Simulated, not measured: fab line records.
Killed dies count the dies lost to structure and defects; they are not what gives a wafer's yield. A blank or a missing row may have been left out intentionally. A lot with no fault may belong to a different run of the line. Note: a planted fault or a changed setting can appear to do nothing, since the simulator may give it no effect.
Matching of chambers | flow n5Finfet | 4 sister chambers for N5_FIN_SAQP_FIN_ETCH_36 on rieSi-05
The step etches the open film in HBr/Cl2/O2, target depth 120 nm, time 50.4 s. 4 wafers are shown with their chamber, then 10 later ones without.

## WAFERS PAIRED WITH THEIR CHAMBERS
wafer  | chamber | throttleValvePct (%)
L086.2 | 2       | 36.4
L086.6 | 0       | 36.5
L088.4 | 3       | 36.1
L088.5 | 1       | 35.5

## WAFERS WITH NO CHAMBER GIVEN
wafer  | throttleValvePct (%)
L088.6 | 36.5
L089.1 | 36.1
L089.3 | 36.4
L089.5 | 36.4
L092.1 | 35.6
L092.2 | 36.4
L092.3 | 36.1
L097.3 | 36.1
L097.4 | 35.6
L097.5 | 36.5

## THE CHAMBER EACH PASSED THROUGH
wafer  | from the rows above | in truth
L088.6 | 0                   | 0
L089.1 | 3                   | 3
L089.3 | 2                   | 2
L089.5 | 2                   | 2
L092.1 | 1                   | 1
L092.2 | 2                   | 2
L092.3 | 3                   | 3
L097.3 | 3                   | 3
L097.4 | 1                   | 1
L097.5 | 0                   | 0
Placed correctly: 10 of 10. From these rows, 0 cannot be placed. Placed wrongly: 0.
How it was worked out, from the rows above alone: a wafer's distance from a chamber is the root of the sum, over the readings, of the square of ((its reading less the chamber's mean) divided by the reading's scatter). The wafer belongs to the nearest chamber; if the next one is less than 2 further off, it can't be placed. For every chamber, the mean is computed from those of its wafers that are shown. The scatter: with one shown wafer a chamber, the root of the mean of the squares of how far each hidden wafer lies from its nearest shown one.
